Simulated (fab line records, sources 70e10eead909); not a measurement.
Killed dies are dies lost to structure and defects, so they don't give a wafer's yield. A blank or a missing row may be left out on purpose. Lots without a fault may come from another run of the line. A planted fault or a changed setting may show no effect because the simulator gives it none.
Chamber matching | flow nand_harc | NHARC_P_BONDPAD_CMP_32 on cmp-03: 4 sister chambers
The step polishes SiCN, target thk 200 nm. 4 wafers are shown with their chamber, then 9 later ones without.

WAFERS WITH THEIR CHAMBER
wafer  | chamber | motor_current_A (A)
L084.5 | 3       | 14.0
L093.2 | 0       | 11.6
L093.4 | 1       | 13.5
L093.5 | 2       | 10.9

WAFERS WITHOUT THEIR CHAMBER
wafer  | motor_current_A (A)
L094.2 | 11.5
L094.4 | 10.6
L094.5 | 12.1
L096.2 | 14.5
L096.4 | 11.5
L096.5 | 10.9
L097.1 | 11.7
L097.2 | 10.6
L097.5 | 12.0

WHICH CHAMBER EACH WENT THROUGH
wafer  | from the rows above     | in truth
L094.2 | can't be placed: 0 or 2 | 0
L094.4 | 2                       | 2
L094.5 | 0                       | 0
L096.2 | can't be placed: 3 or 1 | 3
L096.4 | can't be placed: 0 or 2 | 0
L096.5 | 2                       | 2
L097.1 | 0                       | 0
L097.2 | 2                       | 2
L097.5 | 0                       | 0
Placed correctly: 6 of 9. Can't be placed from these rows: 3 (the true chamber is among the candidates in 3). Placed wrongly: 0.
How it was worked out, from the rows above alone: a wafer's distance from a chamber is the root of the sum, over the readings, of the square of ((its reading less the chamber's mean) divided by the reading's scatter). The wafer belongs to the nearest chamber; if the next one is less than 2 further off, it can't be placed. A chamber's mean is the mean of its shown wafers. The scatter: with one shown wafer a chamber, the root of the mean of the squares of how far each hidden wafer lies from its nearest shown one.
